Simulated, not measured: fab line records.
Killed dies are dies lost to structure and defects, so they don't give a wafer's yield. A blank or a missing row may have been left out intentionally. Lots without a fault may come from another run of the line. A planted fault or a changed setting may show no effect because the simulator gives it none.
fab line records + flow nand_harc
record:
- lots: 24
- wafers: 72
- last_day: 34
route steps=1302 shown A_BLC@1136 A_M0@1149 A_M1@1195
lots untouched by any fault: they come from a run of this same line in which no faults occurred
start_h: hours from the record's opening day to when the first of the lot's shown wafers began + wait_h: hours elapsed since this lot's preceding step + " the same as in the row above + L1.1+2: several wafers, shown together as one row + - value missing, or start not given + * or withheld: withheld + < > ~ a bound
route shown NAME@n: NAME is a module with steps in the file, n the number in the route of the first one + usual: average and standard deviation across the fault-free wafers + same: alike in all rows + chamber/n: place in a boat + sites: the reading at each site + _std_site: the values' standard deviation + _edge_site: outer sites' mean less inner sites' + radius_mm: how far each site lies from the wafer's centre + mask NAME#n: copy n + behind: the last tool/chamber to shape the wafer + hold: why the lot went on hold/how many hours it stayed there/how the hold came to an end + device: transistor that didn't switch, given as n, p or np + end of line: at the end of the route, the tests of the same wafers + a step given without rows: its recipe and nothing more + killed: the dies lost at the first sort to structure and to defects; this is not the yield of the wafer + map: shows each die of a wafer: x if killed, . if not, _ if none is there
set.NAME: the setting that was run; set.NAME@STEP: the one run at that earlier step + model.NAME: the simulator's own value behind a step, which no gauge read
the route's steps for a sample of lots (tables are steps, rows are wafers)
services: from which hour (start_h, from the record's first day; less than 0 if before it) a tool's chamber was out of use, for how many hours, and why
== steps ==
step: NHARC_A_BLC_INSPECT_28
usual:
- raw_defect_count: 550/140
| lot.wafer | tool              | chamber | start_h | wait_h | raw_defect_count |
|-----------|-------------------|---------|---------|--------|------------------|
| L075.3    | defect_inspect-01 | -       | 529.12  | 0.1    | 505              |
| L075.5    | "                 | -       | "       | "      | 690              |
| L075.6    | "                 | -       | "       | "      | 530              |
| L074.1    | defect_inspect-01 | -       | 537.90  | 0.1    | 451              |
| L074.4    | "                 | -       | "       | "      | 605              |
| L074.6    | "                 | -       | "       | "      | 400              |
| L076.3    | defect_inspect-02 | -       | 551.28  | 0.1    | 521              |
| L076.5    | "                 | -       | "       | "      | 847              |
| L076.6    | "                 | -       | "       | "      | 610              |
| L077.2    | defect_inspect-01 | -       | 560.35  | 0.1    | 584              |
| L077.3    | "                 | -       | "       | "      | 401              |
| L077.5    | "                 | -       | "       | "      | 375              |
| L078.4    | defect_inspect-02 | -       | 567.82  | 0.1    | 510              |
| L078.5    | "                 | -       | "       | "      | 396              |
| L078.6    | "                 | -       | "       | "      | 606              |
| L080.1    | defect_inspect-01 | -       | 581.24  | 0.1    | 542              |
| L080.3    | "                 | -       | "       | "      | 478              |
| L080.5    | "                 | -       | "       | "      | 492              |
| L079.1    | defect_inspect-01 | -       | 584.23  | 0.1    | 497              |
| L079.2    | "                 | -       | "       | "      | 626              |
| L079.4    | "                 | -       | "       | "      | 540              |
| L081.1    | defect_inspect-02 | -       | 593.19  | 0.1    | 689              |
| L081.2    | "                 | -       | "       | "      | 682              |
| L081.3    | "                 | -       | "       | "      | 642              |
| L082.1    | defect_inspect-02 | -       | 609.01  | 0.1    | 577              |
| L082.3    | "                 | -       | "       | "      | 418              |
| L082.5    | "                 | -       | "       | "      | 504              |
| L086.2    | defect_inspect-01 | -       | 625.42  | 0.1    | 1019             |
| L086.5    | "                 | -       | "       | "      | 503              |
| L086.6    | "                 | -       | "       | "      | 377              |
| L083.2    | defect_inspect-01 | -       | 628.00  | 0.1    | 536              |
| L083.5    | "                 | -       | "       | "      | 580              |
| L083.6    | "                 | -       | "       | "      | 662              |
| L084.3    | defect_inspect-01 | -       | 638.70  | 0.1    | 476              |
| L084.4    | "                 | -       | "       | "      | 446              |
| L084.5    | "                 | -       | "       | "      | 365              |
| L085.3    | defect_inspect-02 | -       | 645.26  | 0.1    | 503              |
| L085.4    | "                 | -       | "       | "      | 408              |
| L085.5    | "                 | -       | "       | "      | 611              |
| L087.1    | defect_inspect-01 | -       | 657.76  | 0.1    | 537              |
| L087.2    | "                 | -       | "       | "      | 708              |
| L087.4    | "                 | -       | "       | "      | 509              |
| L089.2    | defect_inspect-02 | -       | 663.94  | 0.1    | 626              |
| L089.3    | "                 | -       | "       | "      | 593              |
| L089.6    | "                 | -       | "       | "      | 570              |
| L088.3    | defect_inspect-01 | -       | 675.76  | 0.1    | 554              |
| L088.4    | "                 | -       | "       | "      | 623              |
| L088.6    | "                 | -       | "       | "      | 626              |
| L090.1    | defect_inspect-01 | -       | 677.71  | 0.1    | 637              |
| L090.2    | "                 | -       | "       | "      | 769              |
| L090.3    | "                 | -       | "       | "      | 911              |
| L092.1    | defect_inspect-01 | -       | 694.88  | 0.1    | 653              |
| L092.2    | "                 | -       | "       | "      | 558              |
| L092.5    | "                 | -       | "       | "      | 520              |
| L091.1    | defect_inspect-01 | -       | 697.99  | 0.1    | 383              |
| L091.2    | "                 | -       | "       | "      | 532              |
| L091.3    | "                 | -       | "       | "      | 313              |
| L093.1    | defect_inspect-01 | -       | 704.08  | 0.1    | 611              |
| L093.2    | "                 | -       | "       | "      | 387              |
| L093.5    | "                 | -       | "       | "      | 431              |
| L094.1    | defect_inspect-01 | -       | 719.86  | 0.1    | 417              |
| L094.3    | "                 | -       | "       | "      | 402              |
| L094.5    | "                 | -       | "       | "      | 495              |
| L095.1    | defect_inspect-01 | -       | 721.77  | 0.1    | 782              |
| L095.2    | "                 | -       | "       | "      | 534              |
| L095.3    | "                 | -       | "       | "      | 612              |
| L096.1    | defect_inspect-01 | -       | 735.77  | 0.1    | 597              |
| L096.3    | "                 | -       | "       | "      | 443              |
| L096.4    | "                 | -       | "       | "      | 587              |
| L097.2    | defect_inspect-01 | -       | 768.45  | 0.1    | 443              |
| L097.5    | "                 | -       | "       | "      | 404              |
| L097.6    | "                 | -       | "       | "      | 543              |
step: NHARC_A_M0_INSPECT_11
usual:
- raw_defect_count: 88/38
| lot.wafer | tool              | chamber | start_h | wait_h | raw_defect_count |
|-----------|-------------------|---------|---------|--------|------------------|
| L075.3    | defect_inspect-01 | -       | 530.14  | 0.0    | 112              |
| L075.5    | "                 | -       | "       | "      | 120              |
| L075.6    | "                 | -       | "       | "      | 135              |
| L074.1    | defect_inspect-02 | -       | 538.80  | 0.0    | 24               |
| L074.4    | "                 | -       | "       | "      | 18               |
| L074.6    | "                 | -       | "       | "      | 26               |
| L076.3    | defect_inspect-01 | -       | 552.30  | 0.0    | 124              |
| L076.5    | "                 | -       | "       | "      | 131              |
| L076.6    | "                 | -       | "       | "      | 111              |
| L077.2    | defect_inspect-01 | -       | 561.37  | 0.0    | 65               |
| L077.3    | "                 | -       | "       | "      | 70               |
| L077.5    | "                 | -       | "       | "      | 74               |
| L078.4    | defect_inspect-02 | -       | 568.85  | 0.0    | 66               |
| L078.5    | "                 | -       | "       | "      | 66               |
| L078.6    | "                 | -       | "       | "      | 70               |
| L080.1    | defect_inspect-01 | -       | 582.14  | 0.0    | 75               |
| L080.3    | "                 | -       | "       | "      | 76               |
| L080.5    | "                 | -       | "       | "      | 49               |
| L079.1    | defect_inspect-01 | -       | 585.13  | 0.0    | 126              |
| L079.2    | "                 | -       | "       | "      | 124              |
| L079.4    | "                 | -       | "       | "      | 144              |
| L081.1    | defect_inspect-01 | -       | 594.09  | 0.0    | 169              |
| L081.2    | "                 | -       | "       | "      | 152              |
| L081.3    | "                 | -       | "       | "      | 158              |
| L082.1    | defect_inspect-01 | -       | 609.92  | 0.0    | 23               |
| L082.3    | "                 | -       | "       | "      | 33               |
| L082.5    | "                 | -       | "       | "      | 36               |
| L086.2    | defect_inspect-02 | -       | 626.45  | 0.0    | 41               |
| L086.5    | "                 | -       | "       | "      | 45               |
| L086.6    | "                 | -       | "       | "      | 42               |
| L083.2    | defect_inspect-02 | -       | 629.02  | 0.0    | 134              |
| L083.5    | "                 | -       | "       | "      | 107              |
| L083.6    | "                 | -       | "       | "      | 116              |
| L084.3    | defect_inspect-01 | -       | 639.60  | 0.0    | 69               |
| L084.4    | "                 | -       | "       | "      | 81               |
| L084.5    | "                 | -       | "       | "      | 69               |
| L085.3    | defect_inspect-01 | -       | 646.41  | 0.0    | 124              |
| L085.4    | "                 | -       | "       | "      | 108              |
| L085.5    | "                 | -       | "       | "      | 113              |
| L087.1    | defect_inspect-02 | -       | 658.78  | 0.0    | 96               |
| L087.2    | "                 | -       | "       | "      | 98               |
| L087.4    | "                 | -       | "       | "      | 92               |
| L089.2    | defect_inspect-01 | -       | 664.83  | 0.0    | 78               |
| L089.3    | "                 | -       | "       | "      | 61               |
| L089.6    | "                 | -       | "       | "      | 78               |
| L088.3    | defect_inspect-02 | -       | 676.66  | 0.0    | 106              |
| L088.4    | "                 | -       | "       | "      | 107              |
| L088.6    | "                 | -       | "       | "      | 112              |
| L090.1    | defect_inspect-02 | -       | 678.61  | 0.0    | 143              |
| L090.2    | "                 | -       | "       | "      | 141              |
| L090.3    | "                 | -       | "       | "      | 142              |
| L092.1    | defect_inspect-02 | -       | 695.90  | 0.0    | 124              |
| L092.2    | "                 | -       | "       | "      | 106              |
| L092.5    | "                 | -       | "       | "      | 128              |
| L091.1    | defect_inspect-01 | -       | 699.02  | 0.0    | 60               |
| L091.2    | "                 | -       | "       | "      | 55               |
| L091.3    | "                 | -       | "       | "      | 75               |
| L093.1    | defect_inspect-01 | -       | 705.24  | 0.0    | 74               |
| L093.2    | "                 | -       | "       | "      | 79               |
| L093.5    | "                 | -       | "       | "      | 80               |
| L094.1    | defect_inspect-02 | -       | 720.75  | 0.0    | 63               |
| L094.3    | "                 | -       | "       | "      | 70               |
| L094.5    | "                 | -       | "       | "      | 55               |
| L095.1    | defect_inspect-01 | -       | 722.67  | 0.0    | 89               |
| L095.2    | "                 | -       | "       | "      | 93               |
| L095.3    | "                 | -       | "       | "      | 86               |
| L096.1    | defect_inspect-02 | -       | 736.80  | 0.0    | 137              |
| L096.3    | "                 | -       | "       | "      | 129              |
| L096.4    | "                 | -       | "       | "      | 126              |
| L097.2    | defect_inspect-01 | -       | 769.49  | 0.0    | 19               |
| L097.5    | "                 | -       | "       | "      | 36               |
| L097.6    | "                 | -       | "       | "      | 19               |
step: NHARC_A_M0_PVD_20
recipe:
- target_thk_a: 50
- bias_v: 168.6
- power_w: 15000
- chamber_pressure_pa: 0.12
- time_s: 8.06
- substrate_temp_c: 50
- material: TaN
usual:
- throttle_valve_pct: 30.1/0.95
| lot.wafer | tool           | chamber | start_h | wait_h | throttle_valve_pct |
|-----------|----------------|---------|---------|--------|--------------------|
| L075.3    | pvd_sputter-02 | -       | -       | -      | 29.0               |
| L075.5    | "              | -       | "       | "      | 30.4               |
| L075.6    | "              | -       | "       | "      | 31.4               |
| L074.4    | pvd_sputter-01 | -       | -       | -      | 29.6               |
| L074.1    | "              | -       | "       | "      | 28.6               |
| L074.6    | "              | -       | "       | "      | 29.6               |
| L076.3    | pvd_sputter-01 | -       | -       | -      | 30.6               |
| L076.5    | "              | -       | "       | "      | 30.9               |
| L076.6    | "              | -       | "       | "      | 29.3               |
| L077.2    | pvd_sputter-03 | -       | -       | -      | 30.3               |
| L077.3    | "              | -       | "       | "      | 30.8               |
| L077.5    | "              | -       | "       | "      | 28.9               |
| L078.4    | pvd_sputter-01 | -       | -       | -      | 28.6               |
| L078.5    | "              | -       | "       | "      | 28.6               |
| L078.6    | "              | -       | "       | "      | 30.9               |
| L080.3    | pvd_sputter-03 | -       | -       | -      | 30.6               |
| L080.1    | "              | -       | "       | "      | 31.3               |
| L080.5    | "              | -       | "       | "      | 28.9               |
| L079.1    | pvd_sputter-03 | -       | -       | -      | 30.7               |
| L079.4    | "              | -       | "       | "      | 29.1               |
| L079.2    | "              | -       | "       | "      | 31.1               |
| L081.1    | pvd_sputter-03 | -       | -       | -      | 29.1               |
| L081.3    | "              | -       | "       | "      | 30.7               |
| L081.2    | "              | -       | "       | "      | 30.5               |
| L082.3    | pvd_sputter-02 | -       | -       | -      | 31.6               |
| L082.1    | "              | -       | "       | "      | 29.0               |
| L082.5    | "              | -       | "       | "      | 31.3               |
| L086.2    | pvd_sputter-02 | -       | -       | -      | 28.7               |
| L086.5    | "              | -       | "       | "      | 29.2               |
| L086.6    | "              | -       | "       | "      | 30.3               |
| L083.2    | pvd_sputter-02 | -       | -       | -      | 29.2               |
| L083.5    | "              | -       | "       | "      | 30.2               |
| L083.6    | "              | -       | "       | "      | 31.4               |
| L084.3    | pvd_sputter-03 | -       | -       | -      | 30.8               |
| L084.4    | "              | -       | "       | "      | 30.8               |
| L084.5    | "              | -       | "       | "      | 30.2               |
| L085.3    | pvd_sputter-01 | -       | -       | -      | 28.9               |
| L085.4    | "              | -       | "       | "      | 30.9               |
| L085.5    | "              | -       | "       | "      | 30.7               |
| L087.1    | pvd_sputter-03 | -       | -       | -      | 30.5               |
| L087.4    | "              | -       | "       | "      | 30.3               |
| L087.2    | "              | -       | "       | "      | 28.9               |
| L089.2    | pvd_sputter-03 | -       | -       | -      | 30.6               |
| L089.3    | "              | -       | "       | "      | 31.0               |
| L089.6    | "              | -       | "       | "      | 30.3               |
| L088.4    | pvd_sputter-01 | -       | -       | -      | 29.2               |
| L088.3    | "              | -       | "       | "      | 29.3               |
| L088.6    | "              | -       | "       | "      | 30.3               |
| L090.3    | pvd_sputter-03 | -       | -       | -      | 31.0               |
| L090.2    | "              | -       | "       | "      | 30.4               |
| L090.1    | "              | -       | "       | "      | 29.1               |
| L092.1    | pvd_sputter-01 | -       | -       | -      | 28.9               |
| L092.2    | "              | -       | "       | "      | 30.5               |
| L092.5    | "              | -       | "       | "      | 31.1               |
| L091.3    | pvd_sputter-02 | -       | -       | -      | 29.2               |
| L091.1    | "              | -       | "       | "      | 32.4               |
| L091.2    | "              | -       | "       | "      | 29.1               |
| L093.2    | pvd_sputter-02 | -       | -       | -      | 32.1               |
| L093.1    | "              | -       | "       | "      | 30.9               |
| L093.5    | "              | -       | "       | "      | 29.1               |
| L094.1    | pvd_sputter-01 | -       | -       | -      | 28.9               |
| L094.3    | "              | -       | "       | "      | 30.5               |
| L094.5    | "              | -       | "       | "      | 30.8               |
| L095.3    | pvd_sputter-01 | -       | -       | -      | 29.1               |
| L095.2    | "              | -       | "       | "      | 30.3               |
| L095.1    | "              | -       | "       | "      | 30.8               |
| L096.1    | pvd_sputter-03 | -       | -       | -      | 31.1               |
| L096.3    | "              | -       | "       | "      | 31.4               |
| L096.4    | "              | -       | "       | "      | 29.0               |
| L097.2    | pvd_sputter-01 | -       | -       | -      | 30.5               |
| L097.6    | "              | -       | "       | "      | 30.6               |
| L097.5    | "              | -       | "       | "      | 28.0               |
step: NHARC_A_M0_ANNEAL_30
recipe:
- temp_c: 225
- time_s: 90
usual:
- wafer_temp_C_max: 226.2/0.44
| lot.wafer | tool          | chamber | start_h | wait_h | wafer_temp_C_max |
|-----------|---------------|---------|---------|--------|------------------|
| L075.3    | rtp_anneal-02 | 0       | 532.00  | 0.3    | 226.0            |
| L075.5    | "             | 0       | "       | "      | 226.2            |
| L075.6    | "             | 0       | "       | "      | 226.4            |
| L074.1    | rtp_anneal-01 | 0       | 540.59  | 0.3    | 226.1            |
| L074.4    | "             | 0       | "       | "      | 226.2            |
| L074.6    | "             | 0       | "       | "      | 225.9            |
| L076.3    | rtp_anneal-02 | 0       | 554.11  | -      | 226.2            |
| L076.5    | "             | 0       | "       | "      | 226.4            |
| L076.6    | "             | 0       | "       | "      | 226.7            |
| L077.2    | rtp_anneal-01 | 0       | 563.14  | 0.4    | 226.0            |
| L077.3    | "             | 0       | "       | "      | 225.7            |
| L077.5    | "             | 0       | "       | "      | 225.5            |
| L078.4    | rtp_anneal-02 | 0       | 570.79  | -      | 227.1            |
| L078.5    | "             | 0       | "       | "      | 226.4            |
| L078.6    | "             | 0       | "       | "      | 226.4            |
| L080.1    | rtp_anneal-02 | 0       | 583.85  | -      | 226.5            |
| L080.3    | "             | 0       | "       | "      | 227.0            |
| L080.5    | "             | 0       | "       | "      | 226.4            |
| L079.1    | rtp_anneal-02 | 0       | 586.84  | -      | 226.4            |
| L079.2    | "             | 0       | "       | "      | 226.3            |
| L079.4    | "             | 0       | "       | "      | 226.8            |
| L081.1    | rtp_anneal-02 | 0       | 595.87  | 0.3    | 226.6            |
| L081.2    | "             | 0       | "       | "      | 226.3            |
| L081.3    | "             | 0       | "       | "      | 226.9            |
| L082.1    | rtp_anneal-02 | 0       | 611.65  | 0.3    | 226.1            |
| L082.3    | "             | 0       | "       | "      | 226.2            |
| L082.5    | "             | 0       | "       | "      | 226.4            |
| L086.2    | rtp_anneal-01 | 0       | 628.22  | 0.3    | 225.7            |
| L086.5    | "             | 0       | "       | "      | 226.0            |
| L086.6    | "             | 0       | "       | "      | 225.5            |
| L083.2    | rtp_anneal-01 | 0       | 630.78  | -      | 225.7            |
| L083.5    | "             | 0       | "       | "      | 225.7            |
| L083.6    | "             | 0       | "       | "      | 226.0            |
| L084.3    | rtp_anneal-02 | 0       | 642.03  | -      | 226.0            |
| L084.4    | "             | 0       | "       | "      | 226.6            |
| L084.5    | "             | 0       | "       | "      | 226.5            |
| L085.3    | rtp_anneal-01 | 0       | 648.24  | -      | 225.8            |
| L085.4    | "             | 0       | "       | "      | 226.0            |
| L085.5    | "             | 0       | "       | "      | 226.1            |
| L087.1    | rtp_anneal-02 | 0       | 660.50  | 0.3    | 226.5            |
| L087.2    | "             | 0       | "       | "      | 226.7            |
| L087.4    | "             | 0       | "       | "      | 226.7            |
| L089.2    | rtp_anneal-01 | 0       | 666.69  | -      | 225.9            |
| L089.3    | "             | 0       | "       | "      | 225.6            |
| L089.6    | "             | 0       | "       | "      | 225.9            |
| L088.3    | rtp_anneal-02 | 0       | 678.49  | 0.3    | 226.4            |
| L088.4    | "             | 0       | "       | "      | 226.0            |
| L088.6    | "             | 0       | "       | "      | 226.5            |
| L090.1    | rtp_anneal-02 | 0       | 680.34  | 0.3    | 226.7            |
| L090.2    | "             | 0       | "       | "      | 226.9            |
| L090.3    | "             | 0       | "       | "      | 226.2            |
| L092.1    | rtp_anneal-02 | 0       | 697.62  | -      | 226.5            |
| L092.2    | "             | 0       | "       | "      | 226.3            |
| L092.5    | "             | 0       | "       | "      | 226.5            |
| L091.1    | rtp_anneal-01 | 0       | 700.80  | -      | 225.6            |
| L091.2    | "             | 0       | "       | "      | 225.3            |
| L091.3    | "             | 0       | "       | "      | 225.6            |
| L093.1    | rtp_anneal-01 | 0       | 707.07  | 0.4    | 225.8            |
| L093.2    | "             | 0       | "       | "      | 225.9            |
| L093.5    | "             | 0       | "       | "      | 225.5            |
| L094.1    | rtp_anneal-01 | 0       | 722.60  | -      | 225.5            |
| L094.3    | "             | 0       | "       | "      | 225.6            |
| L094.5    | "             | 0       | "       | "      | 225.9            |
| L095.1    | rtp_anneal-02 | 0       | 724.39  | -      | 226.3            |
| L095.2    | "             | 0       | "       | "      | 226.4            |
| L095.3    | "             | 0       | "       | "      | 226.8            |
| L096.1    | rtp_anneal-01 | 0       | 738.53  | -      | 225.4            |
| L096.3    | "             | 0       | "       | "      | 226.0            |
| L096.4    | "             | 0       | "       | "      | 226.1            |
| L097.2    | rtp_anneal-01 | 0       | 771.29  | 0.4    | 225.6            |
| L097.5    | "             | 0       | "       | "      | 225.7            |
| L097.6    | "             | 0       | "       | "      | 225.8            |
step: NHARC_A_M0_THK_MEAS_24
recipe:
- thk_meas_gauge: xrf
usual:
- thk_nm: 113.6/1.8
| lot.wafer | tool          | chamber | start_h | wait_h | thk_nm |
|-----------|---------------|---------|---------|--------|--------|
| L075.3    | film_metro-02 | -       | 532.56  | -      | 113.9  |
| L075.5    | "             | -       | "       | "      | 112.3  |
| L075.6    | "             | -       | "       | "      | 114.2  |
| L074.1    | film_metro-02 | -       | 541.25  | -      | 113.6  |
| L074.4    | "             | -       | "       | "      | 111.4  |
| L074.6    | "             | -       | "       | "      | 113.8  |
| L076.3    | film_metro-02 | -       | 554.68  | -      | 114.1  |
| L076.5    | "             | -       | "       | "      | 114.7  |
| L076.6    | "             | -       | "       | "      | 116.3  |
| L077.2    | film_metro-02 | -       | 563.76  | -      | 114.6  |
| L077.3    | "             | -       | "       | "      | 112.6  |
| L077.5    | "             | -       | "       | "      | 111.9  |
| L078.4    | film_metro-01 | -       | 571.29  | -      | 113.6  |
| L078.5    | "             | -       | "       | "      | 111.0  |
| L078.6    | "             | -       | "       | "      | 115.1  |
| L080.1    | film_metro-02 | -       | 584.51  | -      | 109.4  |
| L080.3    | "             | -       | "       | "      | 113.8  |
| L080.5    | "             | -       | "       | "      | 111.7  |
| L079.1    | film_metro-02 | -       | 587.50  | -      | 112.1  |
| L079.2    | "             | -       | "       | "      | 112.8  |
| L079.4    | "             | -       | "       | "      | 114.3  |
| L081.1    | film_metro-02 | -       | 596.52  | -      | 114.3  |
| L081.2    | "             | -       | "       | "      | 111.0  |
| L081.3    | "             | -       | "       | "      | 113.3  |
| L082.1    | film_metro-01 | -       | 612.31  | -      | 112.8  |
| L082.3    | "             | -       | "       | "      | 112.5  |
| L082.5    | "             | -       | "       | "      | 112.5  |
| L086.2    | film_metro-02 | -       | 628.82  | -      | 111.5  |
| L086.5    | "             | -       | "       | "      | 111.5  |
| L086.6    | "             | -       | "       | "      | 113.8  |
| L083.2    | film_metro-01 | -       | 631.38  | -      | 112.3  |
| L083.5    | "             | -       | "       | "      | 115.1  |
| L083.6    | "             | -       | "       | "      | 115.6  |
| L084.3    | film_metro-02 | -       | 642.80  | -      | 114.7  |
| L084.4    | "             | -       | "       | "      | 113.8  |
| L084.5    | "             | -       | "       | "      | 110.1  |
| L085.3    | film_metro-02 | -       | 648.79  | -      | 111.3  |
| L085.4    | "             | -       | "       | "      | 113.5  |
| L085.5    | "             | -       | "       | "      | 111.6  |
| L087.1    | film_metro-01 | -       | 661.17  | -      | 112.9  |
| L087.2    | "             | -       | "       | "      | 116.7  |
| L087.4    | "             | -       | "       | "      | 116.0  |
| L089.2    | film_metro-02 | -       | 667.30  | -      | 114.4  |
| L089.3    | "             | -       | "       | "      | 114.2  |
| L089.6    | "             | -       | "       | "      | 116.5  |
| L088.3    | film_metro-02 | -       | 679.04  | -      | 112.4  |
| L088.4    | "             | -       | "       | "      | 112.9  |
| L088.6    | "             | -       | "       | "      | 113.6  |
| L090.1    | film_metro-01 | -       | 681.00  | -      | 114.5  |
| L090.2    | "             | -       | "       | "      | 112.6  |
| L090.3    | "             | -       | "       | "      | 113.4  |
| L092.1    | film_metro-01 | -       | 698.28  | -      | 112.0  |
| L092.2    | "             | -       | "       | "      | 113.0  |
| L092.5    | "             | -       | "       | "      | 111.5  |
| L091.1    | film_metro-02 | -       | 701.46  | -      | 117.8  |
| L091.2    | "             | -       | "       | "      | 114.8  |
| L091.3    | "             | -       | "       | "      | 115.4  |
| L093.1    | film_metro-02 | -       | 707.73  | -      | 115.7  |
| L093.2    | "             | -       | "       | "      | 112.2  |
| L093.5    | "             | -       | "       | "      | 111.9  |
| L094.1    | film_metro-01 | -       | 723.27  | -      | 111.9  |
| L094.3    | "             | -       | "       | "      | 110.5  |
| L094.5    | "             | -       | "       | "      | 112.5  |
| L095.1    | film_metro-01 | -       | 725.05  | -      | 113.8  |
| L095.2    | "             | -       | "       | "      | 115.8  |
| L095.3    | "             | -       | "       | "      | 112.8  |
| L096.1    | film_metro-02 | -       | 739.19  | -      | 115.4  |
| L096.3    | "             | -       | "       | "      | 116.0  |
| L096.4    | "             | -       | "       | "      | 116.2  |
| L097.2    | film_metro-02 | -       | 771.90  | -      | 116.3  |
| L097.5    | "             | -       | "       | "      | 117.8  |
| L097.6    | "             | -       | "       | "      | 115.6  |
step: NHARC_A_M1_CMP_23
recipe:
- t_overpolish_s: 20
- target_thk_nm: 154.34
usual:
- motor_current_A: 11.7/1.4
- time_to_endpoint_s: 28/3.7
| lot.wafer | tool   | chamber | start_h | wait_h | motor_current_A | time_to_endpoint_s |
|-----------|--------|---------|---------|--------|-----------------|--------------------|
| L075.3    | cmp-01 | 2       | 536.32  | -      | 10.8            | 20                 |
| L075.6    | "      | 0       | "       | "      | 11.6            | 29                 |
| L075.5    | "      | 1       | "       | "      | 11.1            | 25                 |
| L074.4    | cmp-01 | 1       | 545.04  | -      | 10.2            | 26                 |
| L074.1    | "      | 2       | "       | "      | 10.8            | 19                 |
| L074.6    | "      | 0       | "       | "      | 10.6            | 27                 |
| L076.3    | cmp-01 | 1       | 558.83  | -      | 10.6            | 28                 |
| L076.5    | "      | 2       | "       | "      | 11.4            | 24                 |
| L076.6    | "      | 3       | "       | "      | 11.6            | 26                 |
| L077.3    | cmp-02 | 2       | 567.47  | -      | 11.2            | 23                 |
| L077.2    | "      | 1       | "       | "      | 11.0            | 29                 |
| L077.5    | "      | 2       | "       | "      | 11.9            | 23                 |
| L078.4    | cmp-02 | 1       | 575.21  | -      | 11.2            | 28                 |
| L078.6    | "      | 3       | "       | "      | 12.0            | 27                 |
| L078.5    | "      | 0       | "       | "      | 15.7            | 27                 |
| L080.1    | cmp-02 | 1       | 588.39  | -      | 10.8            | 29                 |
| L080.3    | "      | 2       | "       | "      | 11.5            | 25                 |
| L080.5    | "      | 0       | "       | "      | 15.0            | 31                 |
| L079.4    | cmp-01 | 1       | 591.27  | -      | 10.5            | 28                 |
| L079.2    | "      | 2       | "       | "      | 10.7            | 19                 |
| L079.1    | "      | 3       | "       | "      | 12.1            | 28                 |
| L081.1    | cmp-03 | 1       | 600.70  | -      | 11.4            | 28                 |
| L081.3    | "      | 2       | "       | "      | 11.1            | 30                 |
| L081.2    | "      | 3       | "       | "      | 11.8            | 33                 |
| L082.3    | cmp-03 | 3       | 616.27  | -      | 12.4            | 28                 |
| L082.1    | "      | 0       | "       | "      | 10.3            | 30                 |
| L082.5    | "      | 0       | "       | "      | 10.2            | 30                 |
| L086.2    | cmp-02 | 0       | 632.74  | -      | 15.2            | 34                 |
| L086.6    | "      | 3       | "       | "      | 11.3            | 31                 |
| L086.5    | "      | 0       | "       | "      | 14.5            | 32                 |
| L083.2    | cmp-02 | 1       | 635.11  | -      | 10.9            | 32                 |
| L083.6    | "      | 0       | "       | "      | 15.4            | 36                 |
| L083.5    | "      | 1       | "       | "      | 11.5            | 32                 |
| L084.3    | cmp-01 | 1       | 647.12  | -      | 11.1            | 29                 |
| L084.4    | "      | 2       | "       | "      | 11.0            | 21                 |
| L084.5    | "      | 1       | "       | "      | 11.0            | 26                 |
| L085.4    | cmp-02 | 0       | 652.88  | -      | 15.3            | 34                 |
| L085.3    | "      | 2       | "       | "      | 11.2            | 27                 |
| L085.5    | "      | 0       | "       | "      | 16.0            | 34                 |
| L087.1    | cmp-01 | 2       | 664.98  | -      | 10.6            | 22                 |
| L087.4    | "      | 3       | "       | "      | 12.4            | 25                 |
| L087.2    | "      | 1       | "       | "      | 10.4            | 25                 |
| L089.2    | cmp-02 | 3       | 671.01  | -      | 12.3            | 31                 |
| L089.3    | "      | 2       | "       | "      | 11.3            | 26                 |
| L089.6    | "      | 0       | "       | "      | 15.3            | 33                 |
| L088.4    | cmp-02 | 2       | 682.94  | -      | 11.4            | 27                 |
| L088.3    | "      | 3       | "       | "      | 12.7            | 33                 |
| L088.6    | "      | 2       | "       | "      | 10.8            | 26                 |
| L090.1    | cmp-03 | 2       | 684.86  | -      | 10.6            | 29                 |
| L090.2    | "      | 3       | "       | "      | 12.1            | 30                 |
| L090.3    | "      | 0       | "       | "      | 10.1            | 30                 |
| L092.2    | cmp-01 | 0       | 702.20  | -      | 10.9            | 29                 |
| L092.1    | "      | 2       | "       | "      | 10.6            | 23                 |
| L092.5    | "      | 0       | "       | "      | 11.0            | 35                 |
| L091.2    | cmp-01 | 3       | 705.32  | -      | 11.5            | 27                 |
| L091.3    | "      | 0       | "       | "      | 10.3            | 29                 |
| L091.1    | "      | 1       | "       | "      | 11.0            | 26                 |
| L093.2    | cmp-01 | 1       | 711.50  | -      | 10.9            | 26                 |
| L093.1    | "      | 0       | "       | "      | 11.0            | 31                 |
| L093.5    | "      | 2       | "       | "      | 10.8            | 23                 |
| L094.1    | cmp-01 | 1       | 727.34  | -      | 10.9            | 25                 |
| L094.3    | "      | 2       | "       | "      | 11.2            | 20                 |
| L094.5    | "      | 0       | "       | "      | 11.1            | 28                 |
| L095.1    | cmp-03 | 0       | 728.93  | -      | 9.6             | 32                 |
| L095.2    | "      | 1       | "       | "      | 11.8            | 29                 |
| L095.3    | "      | 2       | "       | "      | 11.1            | 29                 |
| L096.3    | cmp-03 | 3       | 743.03  | -      | 12.3            | 27                 |
| L096.4    | "      | 0       | "       | "      | 9.9             | 28                 |
| L096.1    | "      | 2       | "       | "      | 10.7            | 27                 |
| L097.2    | cmp-03 | 3       | 775.85  | -      | 12.3            | 28                 |
| L097.6    | "      | 0       | "       | "      | 10.6            | 27                 |
| L097.5    | "      | 1       | "       | "      | 12.1            | 27                 |
== services ==
| tool           | chamber | start_h | hours | kind   |
|----------------|---------|---------|-------|--------|
| pvd_sputter-03 | -       | 514.20  | 2.5   | repair |
| pvd_sputter-03 | -       | 520.42  | 8.6   | repair |
| cmp-02         | -       | 526.59  | 4.0   | pm     |
| cmp-01         | -       | 532.66  | 0.5   | repair |
| cmp-02         | -       | 532.82  | 1.9   | repair |
| pvd_sputter-03 | -       | 556.64  | 2.2   | repair |
| cmp-01         | -       | 567.73  | 1.4   | repair |
| cmp-01         | -       | 579.71  | 4.0   | pm     |
| pvd_sputter-01 | -       | 582.04  | 10.0  | pm     |
| cmp-02         | -       | 583.54  | 0.9   | repair |
| cmp-01         | -       | 599.68  | 1.8   | repair |
| cmp-01         | -       | 604.88  | 2.2   | repair |
| cmp-02         | -       | 605.38  | 0.5   | repair |
| pvd_sputter-01 | -       | 612.31  | 7.6   | repair |
| cmp-02         | -       | 624.59  | 4.0   | pm     |
| cmp-01         | -       | 655.91  | 1.8   | repair |
| cmp-01         | -       | 677.71  | 4.0   | pm     |
| cmp-02         | -       | 697.32  | 0.8   | repair |
| pvd_sputter-03 | -       | 703.09  | 5.0   | repair |
| cmp-01         | -       | 706.80  | 1.0   | repair |
| cmp-02         | -       | 722.59  | 4.0   | pm     |
| rtp_anneal-02  | -       | 744.00  | 12.0  | pm     |
| pvd_sputter-01 | -       | 760.04  | 10.0  | pm     |
| cmp-01         | -       | 775.71  | 4.0   | pm     |
== key ==
fault none
